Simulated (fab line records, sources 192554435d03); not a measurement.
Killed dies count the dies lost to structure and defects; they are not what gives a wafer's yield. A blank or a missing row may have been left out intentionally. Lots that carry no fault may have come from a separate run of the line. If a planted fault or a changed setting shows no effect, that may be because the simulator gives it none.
fab line records -- flow n5-finfet
record lots=7, wafers=21
route steps=1938 shown BEOL_M3@960 BEOL_M4@1031 BEOL_M5@1154 BEOL_M6@1239 BEOL_M8@1339
start-h: hours from the record's first day to the start of the lot's first wafer shown -- wait-h: how many hours have passed since the lot's step before this one -- " the same as in the row above -- L1.1+2: a row that stands for several wafers -- - no value, or no start given -- * or withheld: withheld -- < > ~ a bound
route shown NAME@n: a module of which the file shows steps, and the number in the route of the first -- usual: the fault-free wafers' mean and standard deviation -- same: alike in all rows -- chamber/n: place in a boat -- sites: the reading at each site -- _std_site: how widely they spread, as a standard deviation -- _edge_site: the outer-site mean with the inner-site mean subtracted -- radius-mm: how far each site lies from the wafer's centre -- mask NAME#n: copy n -- behind: the last tool/chamber to shape the wafer -- hold: cause of the lot's hold/its duration in hours/its outcome -- device: the transistor (n, p or np) that didn't switch -- end of line: the route-end tests of the same wafers -- a step without rows: its recipe alone -- killed: count of dies lost to structure and defects at first sort (not the wafer's yield) -- map: the dies of a wafer, with x for killed, . for not killed, _ for no die there
set.NAME: the setting the step ran with; set.NAME@STEP: the setting that earlier step ran with -- model.NAME: the simulator's own value behind a step, which no gauge read
lots whose settings were changed on purpose; a table a step, a row a wafer
## steps
# step N5_BEOL_M3_COAT_22
# recipe resist=CAR-EUV, spin-rpm=1500, resist-thk-nm=30
lot.wafer,tool,chamber,start-h,wait-h,set.spin-rpm,model.CAR-EUV_of_BEOL_M3_COAT_22.thk-nm
L076.1+2+5,litho-track-03,0,-,-,1579,29.2
L080.3,litho-track-02,0,-,-,1500,30
L080.5+6,litho-track-02,0,-,-,1631,28.8
L088.2,litho-track-02,0,-,-,1500,29.8
L088.5,litho-track-02,0,-,-,1500,30
L088.6,litho-track-02,0,-,-,1353,31.4
L089.2+5+6,litho-track-05,0,-,-,1500,30
L092.1,litho-track-02,0,-,-,1500,29.8
L092.3+4,litho-track-02,0,-,-,1500,30
L095.1+4,litho-track-03,0,-,-,1608,29
L095.6,litho-track-03,0,-,-,1500,30
L097.2+6,litho-track-03,0,-,-,1388,31.2
L097.3,litho-track-03,0,-,-,1500,30
# step N5_BEOL_M3_EBR_24
# recipe solvent=PGMEA, ebr-width-mm=1.5
# step N5_BEOL_M3_SOFTBAKE_23
# recipe temp-c=110, time-s=60, resist=CAR-EUV
# step N5_BEOL_M3_EXPOSE_25
# recipe mask-id=V2, na=0.33, source-shape=quasar, sigma-inner=0.2, sigma-outer=0.8, polarization=unpolarized, defocus-nm=5, dose-mj=63
# step N5_BEOL_M3_PEB_26
# recipe peb-temp-c=100, peb-time-s=60, resist=CAR-EUV
# step N5_BEOL_M3_DEVELOP_27
# recipe develop-time-s=30, developer=TMAH, resist=CAR-EUV, rinse-liquid=surfactant-rinse, dry=air-spin, dev-temp-c=23
lot.wafer,tool,chamber,start-h,wait-h,set.spin-rpm@BEOL_M3_COAT_22,model.CAR-EUV_of_BEOL_M3_COAT_22.thk-nm
L076.1+2+5,litho-track-03,0,-,-,1579,28.8
L080.3,litho-track-02,0,-,-,1500,29.4
L080.5+6,litho-track-02,0,-,-,1631,28.4
L088.2,litho-track-03,0,-,-,1500,29.4
L088.5,litho-track-03,0,-,-,1500,29.6
L088.6,litho-track-03,0,-,-,1353,31
L089.2,litho-track-02,0,-,-,1500,29.4
L089.5+6,litho-track-02,0,-,-,1500,29.6
L092.1+3+4,litho-track-03,0,-,-,1500,29.4
L095.1+4,litho-track-02,0,-,-,1608,28.6
L095.6,litho-track-02,0,-,-,1500,29.6
L097.2,litho-track-02,0,-,-,1388,30.6
L097.3,litho-track-02,0,-,-,1500,29.6
L097.6,litho-track-02,0,-,-,1388,30.8
# step N5_BEOL_M3_ALD_98
# recipe material=SiO2, target-thk-a=25, temp-c=100, ald-precursor-family=BDEAS, ald-co-reactant=O2-plasma, pulse-time-s=1, co-reactant-pulse-time-s=1, purge-time-s=2, co-reactant-purge-time-s=2, ald-cycles=17, pressure-torr=2
# step N5_BEOL_M3_ETCHBACK_99
# recipe chemistry=CHF3, target=SiO2, target-depth-a=50, time-s=10.4, source-w=215, bias-w=47, Ar_flow_sccm=200, CHF3_flow_sccm=12, ion-energy-ev=100, pressure-mtorr=30
# step N5_BEOL_M3_ETCH_70
# recipe chemistry=N2/H2, target=SOC, target-depth-a=800, overetch-a=160, mask-material=SiARC, temp-c=40, time-s=120, ion-energy-ev=200, pressure-mtorr=30, source-w=840, bias-w=150, n2-flow-sccm=200, h2-flow-sccm=200
lot.wafer,tool,chamber,start-h,wait-h,set.spin-rpm@BEOL_M3_COAT_67,model.etch.depth-nm
L076.1,rie-diel-05,1,169.83,0.0,1419,61.44
L076.2,rie-diel-05,2,169.83,0.0,1500,59.74
L076.5,rie-diel-05,1,169.83,0.0,1419,61.68
L080.3,rie-diel-02,1,203.75,0.0,1575,58.36
L080.5,rie-diel-02,2,203.75,0.0,1575,58.18
L080.6,rie-diel-02,3,203.75,0.0,1500,59.87
L088.2,rie-diel-02,0,238.38,0.0,1500,59.92
L088.5,rie-diel-02,2,238.38,0.0,1500,60.03
L088.6,rie-diel-02,1,238.38,0.0,1500,60.05
L089.2,rie-diel-05,3,250.45,0.0,1500,60.22
L089.5,rie-diel-05,0,250.45,0.0,1500,60.01
L089.6,rie-diel-05,3,250.45,0.0,1500,60.25
L092.1,rie-diel-04,3,271.79,0.0,1500,59.89
L092.3,rie-diel-04,2,271.79,0.0,1544,59.13
L092.4,rie-diel-04,0,271.79,0.0,1500,59.84
L095.1,rie-diel-02,0,277.90,0.0,1500,60.05
L095.4,rie-diel-02,1,277.90,0.0,1500,60.07
L095.6,rie-diel-02,0,277.90,0.0,1381,62.62
L097.2,rie-diel-04,3,307.06,0.0,1553,59.15
L097.3,rie-diel-04,1,307.06,0.0,1553,59.33
L097.6,rie-diel-04,1,307.06,0.0,1500,60.22
# step N5_BEOL_M4_EXPOSE_08
# recipe mask-id=M4, na=0.33, source-shape=dipole, sigma-inner=0.369, sigma-outer=0.767, polarization=unpolarized, dose-mj=41.25
lot.wafer,tool,chamber,start-h,wait-h,mask,set.dose-mj
L076.1+2,euv-scanner-02,0,174.49,-,M4#0,41.25
L076.5,euv-scanner-02,0,174.49,-,M4#0,42.74
L080.3,euv-scanner-02,0,208.69,-,M4#0,41.25
L080.5+6,euv-scanner-02,0,208.69,-,M4#0,39.42
L088.2,euv-scanner-01,0,243.64,-,M4#0,39.5
L088.5+6,euv-scanner-01,0,243.64,-,M4#0,41.25
L089.2+5+6,euv-scanner-02,0,256.50,-,M4#0,41.25
L092.1+3+4,euv-scanner-01,0,277.37,-,M4#0,41.25
L095.1+6,euv-scanner-02,0,283.88,-,M4#0,41.25
L095.4,euv-scanner-02,0,283.88,-,M4#0,39.46
L097.2+3+6,euv-scanner-02,0,317.01,-,M4#0,39.71
# step N5_BEOL_M4_ETCH_64
# recipe chemistry=N2/H2, target=SOC, target-depth-a=750, overetch-a=225, mask-material=SiARC, temp-c=40, time-s=121.9, ion-energy-ev=200, pressure-mtorr=30, source-w=840, bias-w=150, n2-flow-sccm=200, h2-flow-sccm=200
# usual rf-vpp-V=524.1/2.7
lot.wafer,tool,chamber,start-h,wait-h,set.bias-w,rf-vpp-V,model.SiARC_of_BEOL_M4_COAT_62.thk-nm
L076.1,rie-diel-03,3,174.82,0.0,150,527.1,6.4
L076.2,rie-diel-03,0,174.82,0.0,150,520.7,6.4
L076.5,rie-diel-03,0,174.82,0.0,150,521.2,6.2
L080.3,rie-diel-06,1,209.12,0.0,150,522.8,6.4
L080.5,rie-diel-06,3,209.12,0.0,150,522.6,6.2
L080.6,rie-diel-06,1,209.12,0.0,150,521.7,6.2
L088.2,rie-diel-03,2,244.53,0.0,175.5,583.6,5.2
L088.5,rie-diel-03,0,244.53,0.0,150,520.2,6.4
L088.6,rie-diel-03,1,244.53,0.0,175.5,579.0,5
L089.2,rie-diel-01,0,256.89,0.0,150,524.4,6.6
L089.5,rie-diel-01,2,256.89,0.0,150,522.5,6.6
L089.6,rie-diel-01,1,256.89,0.0,150,519.9,6.2
L092.1,rie-diel-03,0,277.81,0.0,135.6,488.2,7.2
L092.3,rie-diel-03,3,277.81,0.0,135.6,495.5,7.2
L092.4,rie-diel-03,2,277.81,0.0,150,528.1,6.4
L095.1,rie-diel-01,3,284.41,0.0,150,524.1,6.2
L095.4,rie-diel-01,0,284.41,0.0,157.9,542.6,6.2
L095.6,rie-diel-01,2,284.41,0.0,150,522.1,6.6
L097.2,rie-diel-01,0,317.34,0.0,128.3,476.3,7.6
L097.3,rie-diel-01,1,317.34,0.0,150,527.8,6.2
L097.6,rie-diel-01,0,317.34,0.0,128.3,476.9,7.6
# step N5_BEOL_M4_STRIP_65
# recipe chemistry=N2/H2, temp-c=40, n2-flow-sccm=200, h2-flow-sccm=200, rf-frequency-hz=6e+07
# step N5_BEOL_M4_STRIP_75
# recipe chemistry=N2/H2, temp-c=40, n2-flow-sccm=200, h2-flow-sccm=200, rf-frequency-hz=6e+07
# step N5_BEOL_M4_STRIP_66
# recipe chemistry=CF4, resist=SiARC, power-w=300, bias-power-w=75, pressure-mtorr=50, cf4-flow-sccm=150, rf-frequency-hz=6e+07
# step N5_BEOL_M4_HM_OPEN_17
# recipe chemistry=Cl2/BCl3, target-depth-a=200, overetch-a=60, target=TiN, mask-material=SOC, ion-energy-ev=150, pressure-mtorr=10, icp-w=1000, bias-w=126, Cl2_flow_sccm=53.25, bcl3-flow-sccm=21.75, Ar_flow_sccm=25
lot.wafer,tool,chamber,start-h,wait-h,set.dose-mj@BEOL_M4_EXPOSE_08,model.BEOL_M4.cd-offset-nm
L076.1,rie-metal-02,1,174.99,0.0,41.25,0.2
L076.2,rie-metal-02,0,174.99,0.0,41.25,0
L076.5,rie-metal-02,1,174.99,0.0,42.74,0.6
L080.3,rie-metal-02,1,209.35,0.1,41.25,0.2
L080.5+6,rie-metal-02,1,209.35,0.1,39.42,-1
L088.2,rie-metal-03,1,244.70,0.0,39.5,-1.2
L088.5,rie-metal-03,1,244.70,0.0,41.25,0
L088.6,rie-metal-03,0,244.70,0.0,41.25,0.2
L089.2+6,rie-metal-03,"1,0",257.06,0.0,41.25,-0.2
L089.5,rie-metal-03,1,257.06,0.0,41.25,0
L092.1,rie-metal-03,1,277.98,0.0,41.25,0.2
L092.3,rie-metal-03,1,277.98,0.0,41.25,-0.2
L092.4,rie-metal-03,0,277.98,0.0,41.25,0.4
L095.1,rie-metal-02,0,284.58,0.0,41.25,-0.4
L095.4,rie-metal-02,0,284.58,0.0,39.46,-1.4
L095.6,rie-metal-02,0,284.58,0.0,41.25,-0.2
L097.2,rie-metal-01,0,317.52,0.0,39.71,-0.6
L097.3,rie-metal-01,0,317.52,0.0,39.71,0
L097.6,rie-metal-01,0,317.52,0.0,39.71,-1
# step N5_BEOL_M4_STRIP_19
# recipe chemistry=O2, power-w=400, temp-c=40, pressure-mtorr=30, rf-frequency-hz=6e+07, bias-power-w=0, overash-fraction=0.2, o2-flow-sccm=225
# step N5_BEOL_M4_CD_MEAS_18
# recipe pitch-nm=36, target-cd-nm=18
# usual cd-nm=17.9/0.34
lot.wafer,tool,chamber,start-h,wait-h,set.dose-mj@BEOL_M4_EXPOSE_08,cd-nm
L076.1,cd-sem-03,-,175.19,0.1,41.25,18.0
L076.2,cd-sem-03,-,175.19,0.1,41.25,18.2
L076.5,cd-sem-03,-,175.19,0.1,42.74,18.9
L080.3,cd-sem-03,-,209.56,0.1,41.25,18.1
L080.5,cd-sem-03,-,209.56,0.1,39.42,16.6
L080.6,cd-sem-03,-,209.56,0.1,39.42,17.1
L088.2,cd-sem-02,-,244.88,0.1,39.5,16.6
L088.5,cd-sem-02,-,244.88,0.1,41.25,18.2
L088.6,cd-sem-02,-,244.88,0.1,41.25,18.5
L089.2,cd-sem-02,-,257.25,0.1,41.25,17.6
L089.5,cd-sem-02,-,257.25,0.1,41.25,18.0
L089.6,cd-sem-02,-,257.25,0.1,41.25,17.8
L092.1,cd-sem-01,-,278.21,0.0,41.25,17.9
L092.3,cd-sem-01,-,278.21,0.0,41.25,17.6
L092.4,cd-sem-01,-,278.21,0.0,41.25,18.4
L095.1,cd-sem-03,-,284.88,0.0,41.25,17.8
L095.4,cd-sem-03,-,284.88,0.0,39.46,16.5
L095.6,cd-sem-03,-,284.88,0.0,41.25,18.5
L097.2,cd-sem-02,-,317.73,0.1,39.71,17.2
L097.3,cd-sem-02,-,317.73,0.1,39.71,18.0
L097.6,cd-sem-02,-,317.73,0.1,39.71,17.1
# step N5_BEOL_M4_TRENCH_ETCH_37
# recipe chemistry=C4F6/O2, target-depth-a=555.55, target=SiOC, time-s=29.2, ion-energy-ev=250, pressure-mtorr=30, source-w=355, bias-w=185, Ar_flow_sccm=300, C4F6_flow_sccm=10, O2_flow_sccm=10
# usual rf-vpp-V=667/9.4
lot.wafer,tool,chamber,start-h,wait-h,set.bias-w,rf-vpp-V
L076.1,rie-diel-03,0,-,-,185,670
L076.2,rie-diel-03,2,-,-,214.6,761
L076.5,rie-diel-03,2,-,-,214.6,760
L080.3,rie-diel-06,2,-,-,155.2,592
L080.5,rie-diel-06,3,-,-,155.2,575
L080.6,rie-diel-06,1,-,-,185,654
L088.2,rie-diel-01,2,-,-,185,651
L088.5,rie-diel-01,1,-,-,185,659
L088.6,rie-diel-01,2,-,-,153.6,561
L089.2,rie-diel-03,3,-,-,185,680
L089.5,rie-diel-03,2,-,-,185,676
L089.6,rie-diel-03,1,-,-,185,663
L092.1,rie-diel-03,2,-,-,197.3,712
L092.3,rie-diel-03,3,-,-,185,678
L092.4,rie-diel-03,0,-,-,185,667
L095.1,rie-diel-01,0,-,-,185,670
L095.4,rie-diel-01,1,-,-,185,672
L095.6,rie-diel-01,3,-,-,185,667
L097.2,rie-diel-06,1,-,-,185,653
L097.3,rie-diel-06,3,-,-,154,573
L097.6,rie-diel-06,3,-,-,154,572
# step N5_BEOL_M5_ETCH_68
# recipe chemistry=N2/H2, target=SOC, target-depth-a=800, overetch-a=160, mask-material=SiARC, temp-c=40, time-s=120, ion-energy-ev=200, pressure-mtorr=30, source-w=840, bias-w=150, n2-flow-sccm=200, h2-flow-sccm=200
lot.wafer,tool,chamber,start-h,wait-h,set.time-s,model.SiARC_of_BEOL_M5_COAT_66.thk-nm
L076.1,rie-diel-02,2,211.14,0.0,133.8,5.6
L076.2,rie-diel-02,3,211.14,0.0,120,6.2
L076.5,rie-diel-02,1,211.14,0.0,120,6
L080.3,rie-diel-02,3,223.83,0.0,133.9,5.6
L080.5,rie-diel-02,2,223.83,0.0,120,6.4
L080.6,rie-diel-02,3,223.83,0.0,133.9,5.4
L088.2,rie-diel-04,2,262.27,0.0,112.4,6.6
L088.5,rie-diel-04,0,262.27,0.0,120,6.4
L088.6,rie-diel-04,3,262.27,0.0,112.4,6.8
L089.2+5,rie-diel-05,3,289.66,0.0,120,6.4
L089.6,rie-diel-05,2,289.66,0.0,120,6.6
L092.1,rie-diel-02,1,294.79,0.0,120,6
L092.3+4,rie-diel-02,"0,2",294.79,0.0,120,6.4
L095.1,rie-diel-05,2,318.59,0.0,107.2,7.2
L095.4,rie-diel-05,0,318.59,0.0,120,6.2
L095.6,rie-diel-05,2,318.59,0.0,120,6.6
L097.2,rie-diel-04,3,339.73,0.0,131.5,6
L097.3+6,rie-diel-04,2,339.73,0.0,120,6.4
# step N5_BEOL_M5_VIA_ETCH_34
# recipe chemistry=C4F6/O2, target=SiCOH_lowk, target-depth-a=883, mask-material=SOC, taper-deg=4, time-s=39.2, ion-energy-ev=250, pressure-mtorr=30, source-w=345, bias-w=185, Ar_flow_sccm=300, C4F6_flow_sccm=10, O2_flow_sccm=10
# usual rf-vpp-V=671/10
lot.wafer,tool,chamber,start-h,wait-h,set.source-w,rf-vpp-V,model.etch.depth-nm
L076.1,rie-diel-02,2,211.24,0.0,324.2,701,86.46
L076.2,rie-diel-02,3,211.24,0.0,345,669,90.71
L076.5,rie-diel-02,1,211.24,0.0,324.2,694,88.56
L080.3,rie-diel-02,3,223.93,0.0,383.2,632,92.36
L080.5,rie-diel-02,2,223.93,0.0,383.2,643,91.52
L080.6,rie-diel-02,3,223.93,0.0,345,668,90.22
L088.2,rie-diel-04,2,262.37,0.0,314.3,720,85.43
L088.5,rie-diel-04,0,262.37,0.0,345,672,89.98
L088.6,rie-diel-04,3,262.37,0.0,345,657,87.49
L089.2,rie-diel-05,3,289.77,0.0,345,667,88.59
L089.5,rie-diel-05,3,289.77,0.0,345,668,89.08
L089.6,rie-diel-05,2,289.77,0.0,345,657,87.52
L092.1,rie-diel-02,1,294.89,0.0,364.5,653,92.68
L092.3,rie-diel-02,0,294.89,0.0,345,675,88.03
L092.4,rie-diel-02,2,294.89,0.0,345,679,88.48
L095.1,rie-diel-05,2,318.69,0.0,345,656,88.54
L095.4,rie-diel-05,0,318.69,0.0,345,696,88.44
L095.6,rie-diel-05,2,318.69,0.0,345,656,88.05
L097.2,rie-diel-04,3,339.83,0.0,345,658,88.71
L097.3,rie-diel-04,2,339.83,0.0,297.5,740,82.31
L097.6,rie-diel-04,2,339.83,0.0,345,686,88.17
# step N5_BEOL_M6_TRENCH_ETCH_37
# recipe chemistry=C4F6/O2, target-depth-a=944.35, target=SiCOH_lowk, time-s=31.5, ion-energy-ev=250, pressure-mtorr=30, source-w=345, bias-w=185, Ar_flow_sccm=300, C4F6_flow_sccm=10, O2_flow_sccm=10
# usual rf-vpp-V=668/9.3
lot.wafer,tool,chamber,start-h,wait-h,set.bias-w,rf-vpp-V
L076.1,rie-diel-03,0,-,-,185,668
L076.2,rie-diel-03,3,-,-,185,679
L076.5,rie-diel-03,1,-,-,174.5,630
L080.3,rie-diel-01,2,-,-,172.2,615
L080.5,rie-diel-01,2,-,-,172.2,615
L080.6,rie-diel-01,1,-,-,185,662
L088.2,rie-diel-03,3,-,-,217.7,773
L088.5,rie-diel-03,0,-,-,217.7,761
L088.6,rie-diel-03,1,-,-,185,663
L089.2,rie-diel-06,0,-,-,185,678
L089.5,rie-diel-06,1,-,-,185,654
L089.6,rie-diel-06,0,-,-,185,677
L092.1,rie-diel-06,2,-,-,185,682
L092.3,rie-diel-06,3,-,-,156.7,580
L092.4,rie-diel-06,1,-,-,185,653
L095.1,rie-diel-06,3,-,-,197.5,697
L095.4,rie-diel-06,2,-,-,197.5,717
L095.6,rie-diel-06,3,-,-,185,660
L097.2,rie-diel-01,1,-,-,185,671
L097.3,rie-diel-01,2,-,-,217.9,740
L097.6,rie-diel-01,1,-,-,185,671
# step N5_BEOL_M6_ETCH_41
# recipe chemistry=CH3F/O2, target=SiCN, target-depth-a=297, taper-deg=2, time-s=52, ion-energy-ev=120, mask-material=TiN, pressure-mtorr=30, source-w=395, bias-w=75, Ar_flow_sccm=150, CH3F_flow_sccm=30, O2_flow_sccm=20
lot.wafer,tool,chamber,start-h,wait-h,set.time-s,model.etch.depth-nm
L076.1,rie-diel-03,0,-,-,52,19.47
L076.2,rie-diel-03,3,-,-,52,19.08
L076.5,rie-diel-03,1,-,-,60.26,23.63
L080.3,rie-diel-01,2,-,-,59.3,21.93
L080.5,rie-diel-01,2,-,-,52,19.09
L080.6,rie-diel-01,1,-,-,52,19.7
L088.2,rie-diel-03,3,-,-,56.85,20.98
L088.5,rie-diel-03,0,-,-,56.85,21.18
L088.6,rie-diel-03,1,-,-,56.85,22.07
L089.2,rie-diel-06,0,-,-,52,19.36
L089.5,rie-diel-06,1,-,-,52,19.82
L089.6,rie-diel-06,0,-,-,52,19.3
L092.1,rie-diel-06,2,-,-,44.82,17.1
L092.3,rie-diel-06,3,-,-,44.82,17.06
L092.4,rie-diel-06,1,-,-,52,19.72
L095.1,rie-diel-06,3,-,-,52,19.64
L095.4,rie-diel-06,2,-,-,52,19.82
L095.6,rie-diel-06,3,-,-,52,19.51
L097.2,rie-diel-01,1,-,-,42.24,16.25
L097.3,rie-diel-01,2,-,-,42.24,15.7
L097.6,rie-diel-01,1,-,-,52,20.01
# step N5_BEOL_M8_COAT_05
# recipe resist=CAR-ArF, spin-rpm=1500, resist-thk-nm=90
lot.wafer,tool,chamber,start-h,wait-h,set.spin-rpm,model.CAR-ArF_of_BEOL_M8_COAT_05.thk-nm
L076.1,litho-track-05,0,-,-,1643,86.4
L076.2,litho-track-05,0,-,-,1500,90.2
L076.5,litho-track-05,0,-,-,1643,86
L080.3,litho-track-02,0,-,-,1500,90
L080.5,litho-track-02,0,-,-,1500,89.8
L080.6,litho-track-02,0,-,-,1574,88
L088.2,litho-track-05,0,-,-,1566,88
L088.5,litho-track-05,0,-,-,1500,90
L088.6,litho-track-05,0,-,-,1566,88.2
L089.2,litho-track-02,0,-,-,1500,89.8
L089.5+6,litho-track-02,0,-,-,1500,90
L092.1,litho-track-03,0,-,-,1500,90
L092.3,litho-track-03,0,-,-,1665,85.4
L092.4,litho-track-03,0,-,-,1665,85.2
L095.1,litho-track-05,0,-,-,1500,90.6
L095.4,litho-track-05,0,-,-,1500,90.4
L095.6,litho-track-05,0,-,-,1500,90.2
L097.2,litho-track-05,0,-,-,1621,87
L097.3,litho-track-05,0,-,-,1500,90.4
L097.6,litho-track-05,0,-,-,1621,86.6
# step N5_BEOL_M8_DEVELOP_10
# recipe develop-time-s=30, developer=TMAH, resist=CAR-ArF, rinse-liquid=diw, dry=air-spin, dev-temp-c=23
lot.wafer,tool,chamber,start-h,wait-h,set.develop-time-s,set.spin-rpm@BEOL_M8_COAT_05,model.CAR-ArF_of_BEOL_M8_COAT_05.thk-nm
L076.1,litho-track-02,0,-,-,33.5,1643,84.6
L076.2,litho-track-02,0,-,-,33.5,1500,88.4
L076.5,litho-track-02,0,-,-,33.5,1643,84.2
L080.3,litho-track-02,0,-,-,23.69,1500,88.4
L080.5,litho-track-02,0,-,-,30,1500,88
L080.6,litho-track-02,0,-,-,23.69,1574,86.4
L088.2,litho-track-02,0,-,-,30,1566,86.2
L088.5,litho-track-02,0,-,-,30,1500,88.2
L088.6,litho-track-02,0,-,-,33.8,1566,86.4
L089.2+5,litho-track-05,0,-,-,30,1500,88.2
L089.6,litho-track-05,0,-,-,30,1500,88.4
L092.1,litho-track-05,0,-,-,26.42,1500,88.4
L092.3,litho-track-05,0,-,-,30,1665,83.6
L092.4,litho-track-05,0,-,-,26.42,1665,83.6
L095.1,litho-track-02,0,-,-,30,1500,89
L095.4,litho-track-02,0,-,-,30,1500,88.8
L095.6,litho-track-02,0,-,-,30,1500,88.6
L097.2,litho-track-05,0,-,-,32.47,1621,85.2
L097.3,litho-track-05,0,-,-,32.47,1500,88.6
L097.6,litho-track-05,0,-,-,30,1621,85
# step N5_BEOL_M8_ETCH_65
# recipe chemistry=CF4, target=SiARC, target-depth-a=156, mask-material=CAR-EUV, time-s=26, ion-energy-ev=80, pressure-mtorr=40, source-w=545, bias-w=36, Ar_flow_sccm=100, cf4-flow-sccm=100, ends=cleared
# usual etch-rf-on-time-s=26.2/0.65, rf-vpp-V=184.1/1.3
lot.wafer,tool,chamber,start-h,wait-h,set.source-w,etch-rf-on-time-s,rf-vpp-V
L076.1,rie-diel-01,2,239.89,0.0,545,27.0,183.0
L076.2,rie-diel-01,0,239.89,0.0,629.3,23.7,177.1
L076.5,rie-diel-01,0,239.89,0.0,629.3,23.7,175.9
L080.3,rie-diel-06,1,253.65,0.0,510.3,27.3,186.2
L080.5,rie-diel-06,0,253.65,0.0,510.3,28.2,188.3
L080.6,rie-diel-06,3,253.65,0.0,545,25.9,184.4
L088.2,rie-diel-03,2,292.46,0.0,545,25.9,186.1
L088.5,rie-diel-03,2,292.46,0.0,545,26.1,184.1
L088.6,rie-diel-03,1,292.46,0.0,545,25.0,183.7
L089.2,rie-diel-01,0,318.48,0.0,545,27.3,185.8
L089.5,rie-diel-01,3,318.48,0.0,545,26.4,183.1
L089.6,rie-diel-01,1,318.48,0.0,545,25.5,184.8
L092.1,rie-diel-06,3,324.63,0.0,449.6,31.3,195.8
L092.3,rie-diel-06,1,324.63,0.0,449.6,30.9,196.7
L092.4,rie-diel-06,2,324.63,0.0,545,26.0,183.4
L095.1,rie-diel-06,3,348.54,0.0,510.5,27.5,185.8
L095.4,rie-diel-06,2,348.54,0.0,510.5,27.7,188.5
L095.6,rie-diel-06,0,348.54,0.0,545,27.0,182.3
L097.2,rie-diel-03,3,370.75,0.0,545,27.5,186.7
L097.3,rie-diel-03,2,370.75,0.0,545,26.1,185.4
L097.6,rie-diel-03,2,370.75,0.0,545,26.1,184.1
# step N5_BEOL_M8_TRENCH_ETCH_37
# recipe chemistry=C4F6/O2, target-depth-a=934.78, target=SiCOH_lowk, time-s=31.2, ion-energy-ev=250, pressure-mtorr=30, source-w=345, bias-w=185, Ar_flow_sccm=300, C4F6_flow_sccm=10, O2_flow_sccm=10
# usual rf-vpp-V=669/9.1
lot.wafer,tool,chamber,start-h,wait-h,set.bias-w,rf-vpp-V
L076.1,rie-diel-01,2,-,-,156.9,571
L076.2,rie-diel-01,0,-,-,185,672
L076.5,rie-diel-01,0,-,-,185,671
L080.3,rie-diel-06,1,-,-,185,653
L080.5,rie-diel-06,0,-,-,185,678
L080.6,rie-diel-06,3,-,-,185,664
L088.2,rie-diel-03,2,-,-,185,675
L088.5,rie-diel-03,2,-,-,206.1,735
L088.6,rie-diel-03,1,-,-,185,661
L089.2,rie-diel-01,0,-,-,185,672
L089.5,rie-diel-01,3,-,-,185,669
L089.6,rie-diel-01,1,-,-,185,671
L092.1,rie-diel-06,3,-,-,185,662
L092.3,rie-diel-06,1,-,-,185,651
L092.4,rie-diel-06,2,-,-,185,681
L095.1,rie-diel-06,3,-,-,185,662
L095.4,rie-diel-06,2,-,-,201.8,728
L095.6,rie-diel-06,0,-,-,201.8,727
L097.2,rie-diel-03,3,-,-,185,678
L097.3,rie-diel-03,2,-,-,171.5,635
L097.6,rie-diel-03,2,-,-,171.5,637
## key
split step=N5_BEOL_M3_COAT_22, setting=spin-rpm, stated=1500, by=wafer
response step=N5_BEOL_M3_COAT_22, reading=model.CAR-EUV_of_BEOL_M3_COAT_22.thk-nm, change=-0.148, per=1%, r=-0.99
response step=N5_BEOL_M3_DEVELOP_27, reading=model.CAR-EUV_of_BEOL_M3_COAT_22.thk-nm, change=-0.139, per=1%, r=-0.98
split step=N5_BEOL_M4_EXPOSE_08, setting=dose-mj, stated=41.25, by=wafer
response step=N5_BEOL_M4_HM_OPEN_17, reading=model.BEOL_M4.cd-offset-nm, change=+0.25, per=1%, r=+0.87
response step=N5_BEOL_M4_CD_MEAS_18, reading=cd-nm, change=+0.336, per=1%, r=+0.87
split step=N5_BEOL_M4_ETCH_64, setting=bias-w, stated=150, by=wafer
response step=N5_BEOL_M4_ETCH_64, reading=rf-vpp-V, change=+3.61, per=1%, r=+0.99
response step=N5_BEOL_M4_ETCH_64, reading=model.SiARC_of_BEOL_M4_COAT_62.thk-nm, change=-0.0826, per=1%, r=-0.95
split step=N5_BEOL_M4_TRENCH_ETCH_37, setting=bias-w, stated=185, by=wafer
response step=N5_BEOL_M4_TRENCH_ETCH_37, reading=rf-vpp-V, change=+5.14, per=1%, r=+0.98
split step=N5_BEOL_M5_ETCH_68, setting=time-s, stated=120, by=wafer
response step=N5_BEOL_M5_ETCH_68, reading=model.SiARC_of_BEOL_M5_COAT_66.thk-nm, change=-0.0594, per=1%, r=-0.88
split step=N5_BEOL_M5_VIA_ETCH_34, setting=source-w, stated=345, by=wafer
response step=N5_BEOL_M5_VIA_ETCH_34, reading=rf-vpp-V, change=-4.51, per=1%, r=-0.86
response step=N5_BEOL_M5_VIA_ETCH_34, reading=model.etch.depth-nm, change=+0.385, per=1%, r=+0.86
split step=N5_BEOL_M6_TRENCH_ETCH_37, setting=bias-w, stated=185, by=wafer
response step=N5_BEOL_M6_TRENCH_ETCH_37, reading=rf-vpp-V, change=+5.34, per=1%, r=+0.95
split step=N5_BEOL_M6_ETCH_41, setting=time-s, stated=52, by=wafer
response step=N5_BEOL_M6_ETCH_41, reading=model.etch.depth-nm, change=+0.218, per=1%, r=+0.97
split step=N5_BEOL_M8_COAT_05, setting=spin-rpm, stated=1500, by=wafer
response step=N5_BEOL_M8_COAT_05, reading=model.CAR-ArF_of_BEOL_M8_COAT_05.thk-nm, change=-0.426, per=1%, r=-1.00
response step=N5_BEOL_M8_DEVELOP_10, reading=model.CAR-ArF_of_BEOL_M8_COAT_05.thk-nm, change=-0.425, per=1%, r=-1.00
split step=N5_BEOL_M8_DEVELOP_10, setting=develop-time-s, stated=30, by=wafer
response none clear
split step=N5_BEOL_M8_ETCH_65, setting=source-w, stated=545, by=wafer
response step=N5_BEOL_M8_ETCH_65, reading=etch-rf-on-time-s, change=*, per=1%, r=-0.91
response step=N5_BEOL_M8_ETCH_65, reading=rf-vpp-V, change=-0.6, per=1%, r=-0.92
split step=N5_BEOL_M8_TRENCH_ETCH_37, setting=bias-w, stated=185, by=wafer
response step=N5_BEOL_M8_TRENCH_ETCH_37, reading=rf-vpp-V, change=+6.43, per=1%, r=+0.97
split outside-this-file step=N5_BEOL_M3_COAT_67 setting=spin-rpm
# split outside-this-file: this setting was split too, and the file shows its column; the key of that split is in another file
